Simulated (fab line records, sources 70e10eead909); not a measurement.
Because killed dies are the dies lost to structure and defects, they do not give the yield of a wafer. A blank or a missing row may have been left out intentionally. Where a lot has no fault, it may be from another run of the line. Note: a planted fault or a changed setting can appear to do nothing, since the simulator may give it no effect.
Chamber matching + flow nand harc + rie diel-13 running NHARC_A_STAIRCASE_TRIM_12: 4 sister chambers
The step chemistry O2, time 211.2 s. 16 wafers are shown with their chamber, then 8 later ones without.

== WAFERS WITH THEIR CHAMBER ==
| wafer  | chamber | showerhead plenum p Torr (Torr) | oes product au (a.u.) | throttle valve pct (%) |
|--------|---------|---------------------------------|-----------------------|------------------------|
| L079.3 | 2       | 3.65                            | 1.014                 | 17.024                 |
| L079.5 | 3       | 3.74                            | 0.982                 | 17.043                 |
| L079.6 | 0       | 3.52                            | 1.011                 | 17.023                 |
| L080.1 | 1       | 3.33                            | 1.019                 | 17.028                 |
| L080.3 | 2       | 3.65                            | 1.012                 | 17.046                 |
| L080.6 | 3       | 3.73                            | 0.989                 | 17.038                 |
| L083.1 | 3       | 3.73                            | 0.991                 | 17.039                 |
| L083.3 | 2       | 3.65                            | 1.014                 | 17.041                 |
| L083.4 | 1       | 3.33                            | 1.000                 | 17.046                 |
| L085.1 | 0       | 3.51                            | 1.018                 | 17.036                 |
| L085.5 | 0       | 3.51                            | 0.999                 | 17.027                 |
| L085.6 | 3       | 3.72                            | 0.982                 | 17.047                 |
| L087.1 | 1       | 3.32                            | 1.001                 | 17.035                 |
| L087.3 | 0       | 3.51                            | 1.011                 | 17.033                 |
| L087.6 | 2       | 3.64                            | 1.007                 | 17.053                 |
| L094.1 | 1       | 3.31                            | 0.994                 | 17.042                 |

SIGNATURES (means of the wafers above)
| reading                  | chamber 0 | chamber 1 | chamber 2 | chamber 3 | scatter within a chamber |
|--------------------------|-----------|-----------|-----------|-----------|--------------------------|
| showerhead plenum p Torr | 3.5125    | 3.3225    | 3.6475    | 3.7300    | 0.00722                  |
| oes product au           | 1.00975   | 1.00350   | 1.01175   | 0.98600   | 0.00727                  |
| throttle valve pct       | 17.02975  | 17.03775  | 17.04100  | 17.04175  | 0.00817                  |
Rule: distance of a wafer from a chamber = root of the sum over the readings of ((wafer's reading minus chamber's mean) / reading's scatter) squared. If the next closest chamber is less than 2 further off than the closest, the wafer can't be placed; otherwise it belongs to the closest. The scatter: the root of (the sum of the squares of (reading less its chamber's mean) over the shown wafers, divided by (wafers less chambers)).

== WAFERS WHOSE CHAMBER IS MISSING ==
| wafer  | showerhead plenum p Torr (Torr) | oes product au (a.u.) | throttle valve pct (%) |
|--------|---------------------------------|-----------------------|------------------------|
| L094.3 | 3.63                            | 1.016                 | 17.042                 |
| L094.5 | 3.70                            | 1.011                 | 17.034                 |
| L094.2 | 3.50                            | 1.011                 | 17.037                 |
| L094.4 | 3.70                            | 1.012                 | 17.044                 |
| L094.6 | 3.63                            | 1.009                 | 17.056                 |
| L097.2 | 3.30                            | 0.984                 | 17.044                 |
| L097.4 | 3.49                            | 1.021                 | 17.042                 |
| L097.6 | 3.62                            | 1.022                 | 17.025                 |

== THE CHAMBER EACH PASSED THROUGH ==
| wafer  | from the rows above     | in truth |
|--------|-------------------------|----------|
| L094.3 | 2                       | 2        |
| L094.5 | can't be placed: 3 or 2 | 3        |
| L094.2 | 0                       | 0        |
| L094.4 | can't be placed: 3 or 2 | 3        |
| L094.6 | 2                       | 2        |
| L097.2 | 1                       | 1        |
| L097.4 | 0                       | 0        |
| L097.6 | 2                       | 2        |
Correct placement for 6 of the 8. These rows do not allow placing 2 (true chamber among the candidates in 2). Wrongly placed: 0.
